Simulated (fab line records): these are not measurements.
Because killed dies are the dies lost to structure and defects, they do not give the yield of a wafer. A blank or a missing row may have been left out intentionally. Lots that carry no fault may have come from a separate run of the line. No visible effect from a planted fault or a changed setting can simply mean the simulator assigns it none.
Which tool is to blame? + flow nandHarc + 12 lots, 36 wafers sampled, at 2 steps of a route of 1302

WHAT THE GAUGES READ, wafer by wafer
NHARC_P_GATE_CD_MEAS_91: target cd 2000 nm.
| lot  | measured     | on       | cdNm (nm)            |
|------|--------------|----------|----------------------|
| L075 | day 6 00:08  | cdSem-01 | 2001.1 2001.0 1998.2 |
| L077 | day 6 16:19  | cdSem-01 | 2000.8 1999.7 1999.3 |
| L079 | day 7 23:04  | cdSem-01 | 1996.8 2001.8 1998.6 |
| L081 | day 8 13:14  | cdSem-01 | 1999.7 2001.5 1999.2 |
| L083 | day 9 09:50  | cdSem-02 | 1999.5 2000.1 1998.7 |
| L085 | day 10 09:41 | cdSem-01 | 1995.8 1997.7 1996.1 |
| L087 | day 11 03:53 | cdSem-02 | 2000.1 1999.7 2002.8 |
| L089 | day 11 23:05 | cdSem-02 | 2001.2 1999.5 2001.7 |
| L091 | day 13 00:51 | cdSem-03 | 1997.2 1999.7 1998.6 |
| L093 | day 13 12:05 | cdSem-03 | 1998.6 2002.0 1999.6 |
| L095 | day 14 13:05 | cdSem-03 | 1997.6 2000.3 1996.6 |
| L097 | day 15 12:41 | cdSem-01 | 2000.5 2002.7 2002.6 |

TOOL THAT RAN EACH LOT (tool first, then ch and the chambers of the sampled wafers, then the start)
| lot  | NHARC_P_GATE_STRIP_111              |
|------|-------------------------------------|
| L075 | plasmaAsher-01 ch 0,1, day 5 21:16  |
| L077 | plasmaAsher-01 ch 0,1, day 6 13:37  |
| L079 | plasmaAsher-01 ch 0,1, day 7 20:01  |
| L081 | plasmaAsher-01 ch 0,1, day 8 10:16  |
| L083 | plasmaAsher-01 ch 0,1, day 9 06:57  |
| L085 | plasmaAsher-02 ch 0,1, day 10 06:45 |
| L087 | plasmaAsher-02 ch 0,1, day 11 00:59 |
| L089 | plasmaAsher-02 ch 0,1, day 11 20:25 |
| L091 | plasmaAsher-01 ch 0,1, day 12 22:01 |
| L093 | plasmaAsher-01 ch 0,1, day 13 09:17 |
| L095 | plasmaAsher-02 ch 1, day 14 10:11   |
| L097 | plasmaAsher-02 ch 0,1, day 15 09:58 |
- NHARC_P_GATE_STRIP_111: strips in N2/H2, time 250 s.

THE ANSWER, worked out from the rows above alone
Rule: usual is defined by the lots themselves. Put in order of their means at a reading, lots are off if they are a third of the lots or fewer, leave a main group of 4 or more, and stand apart from it by a gap of 3 or more times the standard deviation of the main group's means; of several such gaps the widest counts. Not used: any main group whose means are identical at the precision the tables above print for the reading. A lot without any number at a reading at which 4 lots or more have one is off too. Where the step has rows for the other lots, those lots are counted as sound.
Nothing can be told from this: no lot is off at any reading shown.

WHAT THE SIMULATOR PUT IN
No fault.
